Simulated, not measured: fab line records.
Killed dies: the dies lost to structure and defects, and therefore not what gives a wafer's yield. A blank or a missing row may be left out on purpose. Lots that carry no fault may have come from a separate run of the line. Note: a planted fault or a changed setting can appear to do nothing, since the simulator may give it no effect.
Struck lot and sound lot, side by side	flow n5 finfet	15 out of 1938 route steps
Sound: these wafers, L528.1, L528.5, L528.6. Struck: wafer L529.6. (L529.2, L529.5 of the same lot were not struck and are left out.) The cause comes at the end.
Order at every step that has rows: each side's tool, ch and its chambers, its first start. Under that, the readings that differ: sound wafers	struck wafers	difference of the means	sigmas: that difference in standard deviations of wafers without a fault.
alike: same words and numbers on both sides, and readings whose means sit less than 2 such deviations apart. not compared: any withheld reading, any reading some wafer has no value for, any bound like >300 that may hide the same value, and any number with overlapping values for which the record gives no deviation.
The two part at a step that has a row with sigmas, a row that says differs or no value, or rows on one side only. Non-overlapping numbers with no deviation appear without sigmas and do not part them. A reading missing from all wafers of one side parts the sides only when that side holds two or more wafers.

first, 6 steps without rows for these wafers: N5_BEOL_M5_COAT_22 (resist thk 30 nm); N5_BEOL_M5_EBR_24; N5_BEOL_M5_SOFTBAKE_23 (time 60 s); N5_BEOL_M5_EXPOSE_25 (exposes mask V4, defocus 10 nm); N5_BEOL_M5_PEB_26 (peb time 60 s); N5_BEOL_M5_DEVELOP_27 (develop time 30 s).
N5_BEOL_M5_CD_MEAS_28: target cd 30.6 nm, target cd y 20 nm.
  sound on cd sem-03 ch 0, day 11 11:13; struck on cd sem-03 ch 0, day 11 19:49
  alike: cd nm
N5_BEOL_M5_OVL_MEAS_29:
  sound on overlay-01 ch 0, day 11 11:14; struck on overlay-01 ch 0, day 11 19:50
  alike: V4_OVL
N5_BEOL_M5_INSPECT_30: inspects for defects (brightfield).
  sound on defect inspect-02 at day 11 11:18; struck on defect inspect-02 at day 11 19:54
  alike: raw defect count
N5_BEOL_M5_DESCUM_33: chemistry O2, time 7 s.
  sound on rie diel-03 ch 0,1,2, day 11 11:20; struck on rie diel-02 ch 1, day 11 20:04
  alike: drypump motor current A, oes product au, rf vpp V, showerhead plenum p Torr, throttle valve pct
  not compared: rf hours counter h
N5_BEOL_M5_ETCH_75: etches underlayer in N2/H2, target depth 6.5 nm, time 5.2 s.
  sound on rie diel-03 ch 0,1,2, day 11 11:22; struck on rie diel-02 ch 1, day 11 20:07
  alike: bias w, drypump motor current A, etch rf on time s, oes product au, rf vpp V, showerhead plenum p Torr, throttle valve pct
  not compared: rf hours counter h
N5_BEOL_M5_ETCH_67: etches SiARC in CF4, target depth 15.6 nm, time 26 s.
  sound on rie diel-03 ch 0,1,2, day 11 11:23; struck on rie diel-02 ch 1, day 11 20:07
reading	sound	struck	difference	sigmas
rf vpp V (V)	184.2 184.5 184.0	180.6	-3.6	-2
  alike: bias w, drypump motor current A, etch rf on time s, oes product au, showerhead plenum p Torr, throttle valve pct
  not compared: rf hours counter h
N5_BEOL_M5_ETCH_68: etches SOC in N2/H2, target depth 80 nm, overetch 16 nm, time 120 s.
  sound on rie diel-03 ch 0,1,2, day 11 11:25; struck on rie diel-02 ch 1, day 11 20:09
reading	sound	struck	difference	sigmas
model.SiARC_of_BEOL_M5_COAT_66.thk nm (nm)	6.4 6.6 6.6	7.2	+0.7	
  alike: bias w, drypump motor current A, oes product au, rf vpp V, showerhead plenum p Torr, throttle valve pct
  not compared: rf hours counter h
then, 2 steps without rows for these wafers: N5_BEOL_M5_STRIP_69 (strips in N2/H2); N5_PASSIVATION_PROBE_49.

## WHERE THEY PART
Only at N5_BEOL_M5_ETCH_67, as far as this record shows. Later steps at which nothing parts them and some readings are alike: N5_BEOL_M5_ETCH_68.

WHY: whatever the simulator had introduced
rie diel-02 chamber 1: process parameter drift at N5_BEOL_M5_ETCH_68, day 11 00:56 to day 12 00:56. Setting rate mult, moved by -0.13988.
